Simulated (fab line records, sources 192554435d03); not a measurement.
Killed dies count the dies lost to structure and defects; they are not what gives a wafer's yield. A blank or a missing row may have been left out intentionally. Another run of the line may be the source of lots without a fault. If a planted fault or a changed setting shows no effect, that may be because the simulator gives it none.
Split-lot trial / flow n5-finfet / route with 1938 steps; 7 lots, 39 wafers read

SPLIT DETAILS
At N5_SD_EPI_N_EPI_21 (deposits Si:P, time 690 s), the setting time-s was moved away from the recipe's 690 s on 15 of the 39 wafers read, by -38.4% to +56.2%. All remaining wafers had this setting at the recipe value.

The split's own step is where the reading is taken.

THE READING
Si-P_of_SD_EPI_N_EPI_21.thk-nm (the simulator's own value, which no gauge read), in nm, at N5_SD_EPI_N_EPI_21 (deposits Si:P, time 690 s). No usual value for it is given in the file. The 24 wafers here that ran the recipe average 58.9 nm, standard deviation 0.58 nm.

wafer=L078.1; tool, chamber at the split=epi-rpcvd-01, 0; time-s as run, s=477; against the recipe=-30.9%; Si-P_of_SD_EPI_N_EPI_21.thk-nm, nm=43.6; against lot-mates on the recipe=-14.4
wafer=L078.2; tool, chamber at the split=epi-rpcvd-01, 0; time-s as run, s=477; against the recipe=-30.9%; Si-P_of_SD_EPI_N_EPI_21.thk-nm, nm=43.4; against lot-mates on the recipe=-14.6
wafer=L078.3; tool, chamber at the split=epi-rpcvd-01, 0; time-s as run, s=690; against the recipe=recipe; Si-P_of_SD_EPI_N_EPI_21.thk-nm, nm=57.8; against lot-mates on the recipe=-
wafer=L078.4; tool, chamber at the split=epi-rpcvd-01, 0; time-s as run, s=477; against the recipe=-30.9%; Si-P_of_SD_EPI_N_EPI_21.thk-nm, nm=44.2; against lot-mates on the recipe=-13.8
wafer=L078.5; tool, chamber at the split=epi-rpcvd-01, 0; time-s as run, s=690; against the recipe=recipe; Si-P_of_SD_EPI_N_EPI_21.thk-nm, nm=59; against lot-mates on the recipe=-
wafer=L078.6; tool, chamber at the split=epi-rpcvd-01, 0; time-s as run, s=690; against the recipe=recipe; Si-P_of_SD_EPI_N_EPI_21.thk-nm, nm=57.2; against lot-mates on the recipe=-
wafer=L083.1; tool, chamber at the split=epi-rpcvd-04, 0; time-s as run, s=424.7; against the recipe=-38.4%; Si-P_of_SD_EPI_N_EPI_21.thk-nm, nm=39.6; against lot-mates on the recipe=-19.3
wafer=L083.2; tool, chamber at the split=epi-rpcvd-04, 0; time-s as run, s=690; against the recipe=recipe; Si-P_of_SD_EPI_N_EPI_21.thk-nm, nm=59.2; against lot-mates on the recipe=-
wafer=L083.5; tool, chamber at the split=epi-rpcvd-04, 0; time-s as run, s=690; against the recipe=recipe; Si-P_of_SD_EPI_N_EPI_21.thk-nm, nm=59.2; against lot-mates on the recipe=-
wafer=L083.3; tool, chamber at the split=epi-rpcvd-04, 0; time-s as run, s=424.7; against the recipe=-38.4%; Si-P_of_SD_EPI_N_EPI_21.thk-nm, nm=39; against lot-mates on the recipe=-19.9
wafer=L083.6; tool, chamber at the split=epi-rpcvd-04, 0; time-s as run, s=424.7; against the recipe=-38.4%; Si-P_of_SD_EPI_N_EPI_21.thk-nm, nm=39; against lot-mates on the recipe=-19.9
wafer=L083.4; tool, chamber at the split=epi-rpcvd-04, 0; time-s as run, s=690; against the recipe=recipe; Si-P_of_SD_EPI_N_EPI_21.thk-nm, nm=58.4; against lot-mates on the recipe=-
wafer=L086.1; tool, chamber at the split=epi-rpcvd-04, 0; time-s as run, s=1059; against the recipe=+53.5%; Si-P_of_SD_EPI_N_EPI_21.thk-nm, nm=79.8; against lot-mates on the recipe=+20.9
wafer=L086.2; tool, chamber at the split=epi-rpcvd-04, 0; time-s as run, s=1059; against the recipe=+53.5%; Si-P_of_SD_EPI_N_EPI_21.thk-nm, nm=79.6; against lot-mates on the recipe=+20.7
wafer=L086.3; tool, chamber at the split=epi-rpcvd-04, 0; time-s as run, s=690; against the recipe=recipe; Si-P_of_SD_EPI_N_EPI_21.thk-nm, nm=58.6; against lot-mates on the recipe=-
wafer=L086.4; tool, chamber at the split=epi-rpcvd-04, 0; time-s as run, s=690; against the recipe=recipe; Si-P_of_SD_EPI_N_EPI_21.thk-nm, nm=58.4; against lot-mates on the recipe=-
wafer=L086.5; tool, chamber at the split=epi-rpcvd-04, 0; time-s as run, s=690; against the recipe=recipe; Si-P_of_SD_EPI_N_EPI_21.thk-nm, nm=59.6; against lot-mates on the recipe=-
wafer=L086.6; tool, chamber at the split=epi-rpcvd-04, 0; time-s as run, s=1059; against the recipe=+53.5%; Si-P_of_SD_EPI_N_EPI_21.thk-nm, nm=79.4; against lot-mates on the recipe=+20.5
wafer=L088.1; tool, chamber at the split=epi-rpcvd-02, 0; time-s as run, s=690; against the recipe=recipe; Si-P_of_SD_EPI_N_EPI_21.thk-nm, nm=59.4; against lot-mates on the recipe=-
wafer=L088.2; tool, chamber at the split=epi-rpcvd-02, 0; time-s as run, s=690; against the recipe=recipe; Si-P_of_SD_EPI_N_EPI_21.thk-nm, nm=59; against lot-mates on the recipe=-
wafer=L088.3; tool, chamber at the split=epi-rpcvd-02, 0; time-s as run, s=1078; against the recipe=+56.2%; Si-P_of_SD_EPI_N_EPI_21.thk-nm, nm=81.8; against lot-mates on the recipe=+22.6
wafer=L088.6; tool, chamber at the split=epi-rpcvd-02, 0; time-s as run, s=1078; against the recipe=+56.2%; Si-P_of_SD_EPI_N_EPI_21.thk-nm, nm=81.8; against lot-mates on the recipe=+22.6
wafer=L088.4; tool, chamber at the split=epi-rpcvd-02, 0; time-s as run, s=690; against the recipe=recipe; Si-P_of_SD_EPI_N_EPI_21.thk-nm, nm=59.2; against lot-mates on the recipe=-
wafer=L088.5; tool, chamber at the split=epi-rpcvd-02, 0; time-s as run, s=1078; against the recipe=+56.2%; Si-P_of_SD_EPI_N_EPI_21.thk-nm, nm=82; against lot-mates on the recipe=+22.8
wafer=L092.1; tool, chamber at the split=epi-rpcvd-04, 0; time-s as run, s=690; against the recipe=recipe; Si-P_of_SD_EPI_N_EPI_21.thk-nm, nm=59; against lot-mates on the recipe=-
wafer=L092.3; tool, chamber at the split=epi-rpcvd-04, 0; time-s as run, s=690; against the recipe=recipe; Si-P_of_SD_EPI_N_EPI_21.thk-nm, nm=59; against lot-mates on the recipe=-
wafer=L092.6; tool, chamber at the split=epi-rpcvd-04, 0; time-s as run, s=690; against the recipe=recipe; Si-P_of_SD_EPI_N_EPI_21.thk-nm, nm=59; against lot-mates on the recipe=-
wafer=L092.2; tool, chamber at the split=epi-rpcvd-04, 0; time-s as run, s=690; against the recipe=recipe; Si-P_of_SD_EPI_N_EPI_21.thk-nm, nm=58.6; against lot-mates on the recipe=-
wafer=L092.4; tool, chamber at the split=epi-rpcvd-04, 0; time-s as run, s=690; against the recipe=recipe; Si-P_of_SD_EPI_N_EPI_21.thk-nm, nm=58.8; against lot-mates on the recipe=-
wafer=L092.5; tool, chamber at the split=epi-rpcvd-04, 0; time-s as run, s=690; against the recipe=recipe; Si-P_of_SD_EPI_N_EPI_21.thk-nm, nm=59.2; against lot-mates on the recipe=-
wafer=L094.2; tool, chamber at the split=epi-rpcvd-01, 0; time-s as run, s=690; against the recipe=recipe; Si-P_of_SD_EPI_N_EPI_21.thk-nm, nm=59.2; against lot-mates on the recipe=-
wafer=L094.3; tool, chamber at the split=epi-rpcvd-01, 0; time-s as run, s=690; against the recipe=recipe; Si-P_of_SD_EPI_N_EPI_21.thk-nm, nm=59.6; against lot-mates on the recipe=-
wafer=L094.6; tool, chamber at the split=epi-rpcvd-01, 0; time-s as run, s=690; against the recipe=recipe; Si-P_of_SD_EPI_N_EPI_21.thk-nm, nm=59.8; against lot-mates on the recipe=-
wafer=L096.1; tool, chamber at the split=epi-rpcvd-02, 0; time-s as run, s=690; against the recipe=recipe; Si-P_of_SD_EPI_N_EPI_21.thk-nm, nm=58.6; against lot-mates on the recipe=-
wafer=L096.2; tool, chamber at the split=epi-rpcvd-02, 0; time-s as run, s=690; against the recipe=recipe; Si-P_of_SD_EPI_N_EPI_21.thk-nm, nm=58.4; against lot-mates on the recipe=-
wafer=L096.3; tool, chamber at the split=epi-rpcvd-02, 0; time-s as run, s=690; against the recipe=recipe; Si-P_of_SD_EPI_N_EPI_21.thk-nm, nm=59.6; against lot-mates on the recipe=-
wafer=L096.4; tool, chamber at the split=epi-rpcvd-02, 0; time-s as run, s=931.3; against the recipe=+35.0%; Si-P_of_SD_EPI_N_EPI_21.thk-nm, nm=72.4; against lot-mates on the recipe=+13.5
wafer=L096.5; tool, chamber at the split=epi-rpcvd-02, 0; time-s as run, s=931.3; against the recipe=+35.0%; Si-P_of_SD_EPI_N_EPI_21.thk-nm, nm=73.4; against lot-mates on the recipe=+14.5
wafer=L096.6; tool, chamber at the split=epi-rpcvd-02, 0; time-s as run, s=931.3; against the recipe=+35.0%; Si-P_of_SD_EPI_N_EPI_21.thk-nm, nm=72.8; against lot-mates on the recipe=+13.9

THE FIT
A straight line over all 39 wafers: Si-P_of_SD_EPI_N_EPI_21.thk-nm changes by +0.431 nm for each +1% of time-s; r = +0.99; the points scatter about the line by 1.2 nm.
The same after taking each lot's own level away (the mean of its wafers on the recipe; 39 wafers): +0.426 nm for each +1%; r = +1.00; scatter 1.1 nm.
That fit puts the effect of the largest move of time-s on the reading at 24 nm.
Across the lots, their own levels run from 58.00 to 59.53 nm, a range of 2.6 times the standard deviation given above.
The two slopes agree, so the slope changes little with the lot-to-lot level.
Check: +23.4 nm against its lot-mates is what the line predicts for one of the wafers moved furthest among these (+56.2%) when that wafer is left out of the fit. It came out at +22.6 nm against them.

ADDITIONAL SPLITS CARRIED BY THESE WAFERS
These wafers also went through other splits before the reading. Each is held against what the fit with the lots' levels taken away leaves over:
other split on the same wafers=N5_STI_FIN_REVEAL_ETCHBACK_08 time-s; wafers away from the commonest value=12; r with Si-P_of_SD_EPI_N_EPI_21.thk-nm (lot level and that fit taken away)=+0.38

THE WHOLE CHAIN: every reading that the file lists as answering this split, in the file's order
step=N5_SD_EPI_N_EPI_21; what it does=deposits Si:P, time 690 s; reading=Si-P_of_SD_EPI_N_EPI_21.thk-nm (the simulator's own value, which no gauge read); change (the file's fit)=+0.421 nm for each +1% of the setting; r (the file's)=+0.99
step=N5_SD_EPI_N_EPI_MEAS_23; what it does=; reading=thk-nm; change (the file's fit)=withheld for each +1% of the setting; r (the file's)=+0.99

FILE'S OWN FIT
Si-P_of_SD_EPI_N_EPI_21.thk-nm changes by +0.421 nm for each +1% of time-s, r = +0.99.
